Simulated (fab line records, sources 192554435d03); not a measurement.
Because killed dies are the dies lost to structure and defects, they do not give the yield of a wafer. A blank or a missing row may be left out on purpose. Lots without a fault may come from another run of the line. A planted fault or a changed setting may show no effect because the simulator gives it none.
A lot that was struck, set against a sound lot	flow n5 finfet	17 steps out of a route of 1938
Sound: the wafers L312.1, L312.5, L312.6. Struck: wafer L322.4 (left out: L322.1, L322.3 of the same lot, which were not struck); the cause appears at the end.
At each step with rows: each side's tool, then ch and its chambers, then its first start. Under that, the readings that differ: sound wafers	struck wafers	difference of the means	sigmas: that difference in standard deviations of wafers without a fault.
alike: readings with means less than 2 such deviations apart, plus words and numbers identical on both sides. not compared: withheld readings, readings lacking a value on some wafer, bounds such as >300 that could conceal the same value, and numbers that have no deviation in the record and whose values overlap.
Wherever a step has rows on one side only, a row that says differs or no value, or a row with sigmas, the two part there. Non-overlapping numbers with no deviation appear without sigmas and do not part them. A reading missing from all wafers of one side parts the sides only when that side holds two or more wafers.

first, 4 steps without rows for these wafers: N5_HKMG_FIN_SOFTBAKE_44 (time 60 s); N5_HKMG_FIN_EXPOSE_46 (exposes mask NDIPOLE); N5_HKMG_FIN_PEB_47 (peb time 60 s); N5_HKMG_FIN_DEVELOP_48 (develop time 30 s).
N5_HKMG_FIN_CD_MEAS_49 targets a cd of 202 nm.
  sound on cd sem-02 ch 0, day 5 07:00; struck on cd sem-03 ch 0, day 7 18:08
  alike: cd nm
N5_HKMG_FIN_OVL_MEAS_50:
  sound on overlay-02 ch 0, day 5 07:02; struck on overlay-02 ch 0, day 7 18:10
  alike: NDIPOLE_OVL
N5_HKMG_FIN_INSPECT_61: inspects for defects (macro).
  sound on defect inspect-01, day 5 07:04; struck on defect inspect-02, day 7 18:11
  alike: raw defect count
N5_HKMG_FIN_DESCUM_53: chemistry O2, time 7.9 s.
  sound on rie diel-06 ch 0,3, day 5 07:26; struck on rie diel-01 ch 0, day 7 18:14
  alike: drypump motor current A, oes product au, rf vpp V, showerhead plenum p Torr, throttle valve pct
  not compared: rf hours counter h
N5_HKMG_FIN_ETCH_54: etches SiARC in CF4, target depth 45.5 nm, time 75.8 s.
  sound on rie diel-06 ch 0,3, day 5 07:28; struck on rie diel-01 ch 0, day 7 18:16
reading	sound	struck	difference	sigmas
rf vpp V (V)	182.8 181.9 183.7	187.0	+4.2	+3
  alike: drypump motor current A, etch rf on time s, oes product au, rf fwd power W, showerhead plenum p Torr, throttle valve pct
  not compared: rf hours counter h
N5_HKMG_FIN_ETCH_55: etches SOC in N2/H2, target depth 240 nm, time 300 s.
  sound on rie diel-06 ch 0,3, day 5 07:32; struck on rie diel-01 ch 0, day 7 18:19
  alike: drypump motor current A, oes product au, rf fwd power W, rf vpp V, showerhead plenum p Torr, throttle valve pct
  not compared: rf hours counter h
then, 1 step without rows for these wafers: N5_HKMG_FIN_STRIP_56 (strips in N2/H2).
N5_HKMG_FIN_STRIP_57: strips in CF4.
  sound on rie diel-06 ch 0,3, day 5 07:43; struck on rie diel-01 ch 0, day 7 18:31
reading	sound	struck	difference	sigmas
rf vpp V (V)	270.2 270.2 270.3	273.5	+3.3	+2
  alike: drypump motor current A, oes product au, showerhead plenum p Torr, throttle valve pct
  not compared: rf hours counter h
N5_HKMG_FIN_ETCH_58: etches SOC in N2/H2, target depth 215.8 nm, time 741 s.
  sound on rie diel-06 ch 0,3, day 5 07:44; struck on rie diel-01 ch 0, day 7 18:32
reading	sound	struck	difference	sigmas
rf fwd power W (W)	876.7 875.5 877.5	1086.2	+209.6	+78
rf vpp V (V)	98.3 98.8 99.7	92.8	-6.1	-6
model.etch.depth nm (nm)	206.6 208 207.1	249.3	+42.1	
model.SOC_of_HKMG_FIN_COAT_41.thk nm (nm)	93.2 93.2 93.2	50.6	-42.6	
model.HKMG_FIN.feature depth nm (nm)	206.6 208 207.2	249.4	+42.1	
  alike: drypump motor current A, oes product au, showerhead plenum p Torr, throttle valve pct
  not compared: rf hours counter h
N5_HKMG_FIN_STRIP_93: strips SOC in N2/H2, time 20 s.
  sound on rie diel-06 ch 0,3, day 5 08:10; struck on rie diel-01 ch 0, day 7 18:58
reading	sound	struck	difference	sigmas
model.SOC_of_HKMG_FIN_COAT_41.thk nm (nm)	83.4 83.4 83.4	40.6	-42.8	
  alike: drypump motor current A, oes product au, rf vpp V, showerhead plenum p Torr, throttle valve pct
  not compared: rf hours counter h
then, 1 step without rows for these wafers: N5_HKMG_FIN_WET_ETCH_76 (etches Al2O3 in dNH4OH, stops on La2O3, target depth 2.25 nm, rinse time 30 s).
-- the record jumps here: 5 days lie between the struck wafers' starts before and after (it left off in module HKMG_FIN and takes up again in module BEOL_M4, whose first step shown is number 1111 of the route) --
N5_BEOL_M4_RC_MEAS_101:
  sound on prober-02 ch 0, day 10 01:42; struck on prober-02 ch 0, day 12 21:41
  alike: DIBL_N, DIBL_P, IOFF_N, IOFF_P, ION_N, ION_P, SS_N, SS_P, VT_N, VT_P
then, 1 step without rows for these wafers: N5_PASSIVATION_PROBE_49.

WHERE THEY PART
Earliest at N5_HKMG_FIN_ETCH_54; latest, in this record, at N5_HKMG_FIN_ETCH_58. Later steps at which nothing parts them and some readings are alike: N5_HKMG_FIN_STRIP_93, N5_BEOL_M4_RC_MEAS_101.

WHY: whatever the simulator had introduced
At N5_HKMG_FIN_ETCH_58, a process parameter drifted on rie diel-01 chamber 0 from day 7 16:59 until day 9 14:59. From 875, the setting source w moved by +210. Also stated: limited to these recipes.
